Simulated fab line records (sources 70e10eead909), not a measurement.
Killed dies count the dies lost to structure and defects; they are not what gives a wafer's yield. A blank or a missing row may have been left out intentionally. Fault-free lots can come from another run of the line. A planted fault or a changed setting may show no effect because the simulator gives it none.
Comparing a struck lot with a sound one | flow nand harc | 37 out of 1302 route steps
Sound: the wafers L892.3, L892.4, L892.6. Wafers struck: L901.2, L901.4, L901.5. The cause comes at the end.
Order at every step that has rows: each side's tool, ch and its chambers, its first start. Under that, the readings that differ: sound wafers | struck wafers | difference of the means | sigmas: that difference in standard deviations of wafers without a fault.
alike: words and numbers the same on both sides, and readings whose means are apart by under 2 such deviations; not compared: readings that were withheld, readings missing a value for some wafer, numbers with overlapping values and no deviation given by the record, and bounds like >300 which may hide the same value.
Wherever a step has rows on one side only, a row that says differs or no value, or a row with sigmas, the two part there. Numbers that don't overlap but have no deviation are shown without sigmas and don't part them. A reading missing from all wafers of one side parts the sides only when that side holds two or more wafers.

first, 2 steps without rows for these wafers: NHARC_A_STAIRCASE_ETCH_453 (etches the open film in CF4/O2, target depth 30 nm, overetch 3 nm, time 16.5 s); NHARC_A_STAIRCASE_ETCH_315 (etches the open film in C4F8/O2/Ar, target depth 2500 nm, time 607.1 s).
NHARC_A_STAIRCASE_STRIP_316: strips in O2.
  sound: rie diel-02 ch 2,3; struck: rie diel-12 ch 0,2,3
  alike: drypump motor current A, oes product au, rf vpp V, showerhead plenum p Torr, throttle valve pct
  not compared: rf hours counter h
then, 5 steps without rows for these wafers: NHARC_A_STAIRCASE_STRIP_317 (strips in SPM, time 900 s); NHARC_A_STAIRCASE_PRECLEAN_318 (cleans in SC1); NHARC_A_STAIRCASE_SRD_329; NHARC_A_STAIRCASE_ALD_415 (deposits SiO2, target thk 30 nm, pulse time 6 s, ald cycles 300); NHARC_A_STAIRCASE_ETCHBACK_416 (etches the open film in C4F8/O2/Ar, target depth 36 nm, time 7.2 s).
NHARC_A_STAIRCASE_STRIP_476: strips in O2, time 20 s.
  sound on rie diel-13 ch 2,3, day 17 08:47; struck on rie diel-12 ch 0,2,3, day 21 07:14
  alike: drypump motor current A, oes product au, rf vpp V, showerhead plenum p Torr, throttle valve pct
  not compared: rf hours counter h
then, 2 steps without rows for these wafers: NHARC_A_STAIRCASE_DEP_417 (deposits Si3N4, target thk 60 nm); NHARC_A_STAIRCASE_WET_418 (chemistry H3PO4, target depth 20 nm).
NHARC_A_STAIRCASE_PRECLEAN_419: cleans in SC1.
  sound on wet bench-06 ch 0,5,7, day 17 11:13; struck on wet bench-06 ch 0,4,6, day 21 09:55
  alike: diw flow mL min, nh4oh flow mL min
then, 3 steps without rows for these wafers: NHARC_A_STAIRCASE_SRD_421; NHARC_A_STAIRCASE_ALD_420 (deposits SiO2, target thk 20 nm, pulse time 6 s, ald cycles 200); NHARC_A_STAIRCASE_CVD_552 (deposits SiNx, target thk 40 nm).
NHARC_A_STAIRCASE_DEP_151: deposits SiO2, target thk 7200 nm.
  sound on pecvd-04 ch 0,2, day 18 01:01; struck on pecvd-02 ch 0,1,2, day 21 18:55
  alike: heater power w, mfc precursor sccm
  not compared: since wet clean h
then, 14 steps without rows for these wafers: NHARC_A_STAIRCASE_ANNEAL_320 (time 1800 s); NHARC_A_STAIRCASE_DEP_322 (deposits SiO2, target thk 7200 nm); NHARC_A_STAIRCASE_ANNEAL_323 (time 1800 s); NHARC_A_STAIRCASE_DEP_325 (deposits SiO2, target thk 7200 nm); NHARC_A_STAIRCASE_ANNEAL_326 (time 1800 s); NHARC_A_STAIRCASE_DEHYDRATE_433 (time 120 s); NHARC_A_STAIRCASE_HMDS_434 (time 30 s); NHARC_A_STAIRCASE_COAT_435; NHARC_A_STAIRCASE_SOFTBAKE_436 (time 170 s); NHARC_A_STAIRCASE_EBR_437; NHARC_A_STAIRCASE_EXPOSE_438 (exposes mask STAIR REV); NHARC_A_STAIRCASE_PEB_439 (peb time 130 s); NHARC_A_STAIRCASE_DEVELOP_440 (time 140 s); NHARC_A_STAIRCASE_HARDBAKE_442 (time 140 s).
NHARC_A_STAIRCASE_DESCUM_443: chemistry O2, time 3 s.
  sound on rie diel-12 ch 2,3, day 19 06:20; struck on rie diel-12 ch 0,2, day 23 01:26
  alike: drypump motor current A, oes product au, rf vpp V, showerhead plenum p Torr, throttle valve pct
  not compared: rf hours counter h
then, 1 step without rows for these wafers: NHARC_A_STAIRCASE_ETCH_444 (etches the open film in C4F8/O2, target depth 20400 nm, time 6800 s).
NHARC_A_STAIRCASE_STRIP_446: strips in O2.
  sound on plasma asher-02 ch 0,1, day 19 10:55; struck on plasma asher-01 ch 1, day 23 06:02
  alike: drypump motor current A, heater power w
  not compared: rf hours counter h
then, 3 steps without rows for these wafers: NHARC_A_STAIRCASE_STRIP_447 (strips in SPM, time 900 s); NHARC_A_STAIRCASE_PRECLEAN_448 (cleans in SC1); NHARC_A_STAIRCASE_SRD_449.
-- record jumps: 5 days between struck wafers' starts before vs after; left off in module A_STAIRCASE, resumes in module END, first step shown is number 1302 of the route --
NHARC_END_SORT_01:
  the record has rows for the struck wafers here (prober-01 ch 0, day 28 06:44) and none for the sound ones

WHERE THEY PART
Only at NHARC_END_SORT_01, as far as this record shows.

WHY: whatever the simulator had introduced
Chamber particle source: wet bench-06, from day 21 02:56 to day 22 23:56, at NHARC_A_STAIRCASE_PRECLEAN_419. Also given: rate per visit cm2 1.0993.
